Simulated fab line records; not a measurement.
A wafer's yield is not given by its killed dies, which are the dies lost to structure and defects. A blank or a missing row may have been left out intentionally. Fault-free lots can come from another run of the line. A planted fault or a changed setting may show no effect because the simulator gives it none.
Struck lot and sound lot, side by side :: flow n5 finfet :: 16 steps out of a route of 1938
Sound: the wafers L258.2, L258.3, L258.6. Wafers L244.3, L244.4, L244.5 were the ones struck. The cause comes at the end.
Order at every step that has rows: each side's tool, ch and its chambers, its first start. Under that, the readings that differ: sound wafers :: struck wafers :: difference of the means :: sigmas: that difference in standard deviations of wafers without a fault.
alike: same words and numbers on both sides, and readings whose means sit less than 2 such deviations apart. not compared: any withheld reading, any reading some wafer has no value for, any bound like >300 that may hide the same value, and any number with overlapping values for which the record gives no deviation.
Wherever a step has rows on one side only, a row that says differs or no value, or a row with sigmas, the two part there. When numbers do not overlap yet have no deviation, they are printed without sigmas and do not part them. A reading missing from all wafers of one side parts the sides only when that side holds two or more wafers.

N5_BEOL_M1_PRE_CLEAN_60: time 15 s.
  sound on cvd co-02 ch 0,2, day 11 19:40; struck on cvd co-01 ch 0,1,2, day 8 05:25
  alike: heater power w, rf fwd power W
N5_BEOL_M1_CO_CAP_55: material Co, precursor CCTBA/H2, target thk 2 nm, time 102.1 s.
  sound on cvd co-02 ch 0,2, day 11 19:42; struck on cvd co-01 ch 0,1,2, day 8 05:27
  alike: heater power w
then, 1 step without rows for these wafers: N5_BEOL_M1_PRE_CLEAN_56 (time 15 s).
N5_BEOL_M1_DEP_57: deposits SiCN from 3MS/NH3, target thk 8 nm, time 14 s.
  sound on pecvd-01 ch 0,1, day 11 19:50; struck on pecvd-02 ch 0,1,2, day 8 05:34
  alike: rf fwd power W, showerhead plenum p Torr, throttle valve pct
N5_BEOL_M1_RS_MEAS_58: uses a four-point probe to measure.
  sound on film metro-02, day 11 19:55; struck on film metro-01, day 8 05:38
  alike: M1_RS
N5_BEOL_M1_INSPECT_59: inspects for defects (darkfield).
  sound on defect inspect-02, day 11 19:56; struck on defect inspect-01, day 8 05:40
  alike: raw defect count
then, 1 step without rows for these wafers: N5_BEOL_M2_ILD_DEP_00 (deposits SiOC from DEMS/O2, target thk 79 nm, time 15.3 s).
N5_BEOL_M2_THK_MEAS_01:
  sound on film metro-01, day 11 20:02; struck on film metro-01, day 8 05:46
  alike: M2_ILD_THK
N5_BEOL_M2_PECVD_72: deposits SiO2 from TEOS/O2, target thk 16 nm, time 18 s.
  sound on pecvd-03 ch 0,2, day 11 20:05; struck on pecvd-03 ch 0,1, day 8 05:48
  alike: heater power w, rf fwd power W, showerhead plenum p Torr, throttle valve pct
N5_BEOL_M2_HM_DEP_02: deposits TiN, target thk 20 nm.
  sound on pvd sputter-01, day 11 20:41; struck on pvd sputter-01, day 8 07:56
  alike: throttle valve pct
then, 2 steps without rows for these wafers: N5_BEOL_M2_COAT_61 (time 60 s, resist thk 60 nm); N5_BEOL_M2_COAT_62 (time 60 s, resist thk 12 nm).
N5_BEOL_M2_COAT_73: time 60 s, resist thk 5 nm.
  sound on litho track-05 ch 0, day 11 20:49; struck on litho track-04 ch 0, day 8 08:05
reading: dispense pressure kPa (kPa)
sound: 49.0 49.0 49.0
struck: 51.9 51.9 51.9
difference: +2.9
sigmas: +2

reading: heater power total W (W)
sound: 391.4 392.3 393.3
struck: 408.6 409.1 409.8
difference: +16.8
sigmas: +13

reading: plate temp C (C)
sound: 204.90 204.94 204.75
struck: 211.45 211.68 211.55
difference: +6.70
sigmas: +37
then, 1 step without rows for these wafers: N5_BEOL_M2_COAT_05 (resist thk 30 nm).
N5_BEOL_M4_RC_MEAS_101:
  sound on prober-02 ch 0, day 14 04:32; struck on prober-01 ch 0, day 9 13:31
  alike: DIBL_N, DIBL_P, IOFF_N, IOFF_P, ION_N, ION_P, SS_N, SS_P, VT_N, VT_P
then, 1 step without rows for these wafers: N5_PASSIVATION_PROBE_49.

WHERE THEY PART
Within this record, at N5_BEOL_M2_COAT_73 only. Later steps at which nothing parts them and some readings are alike: N5_BEOL_M4_RC_MEAS_101.

WHY: the cause the simulator had injected
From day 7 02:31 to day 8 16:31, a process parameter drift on litho track-04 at N5_BEOL_M2_COAT_73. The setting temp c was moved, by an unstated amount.
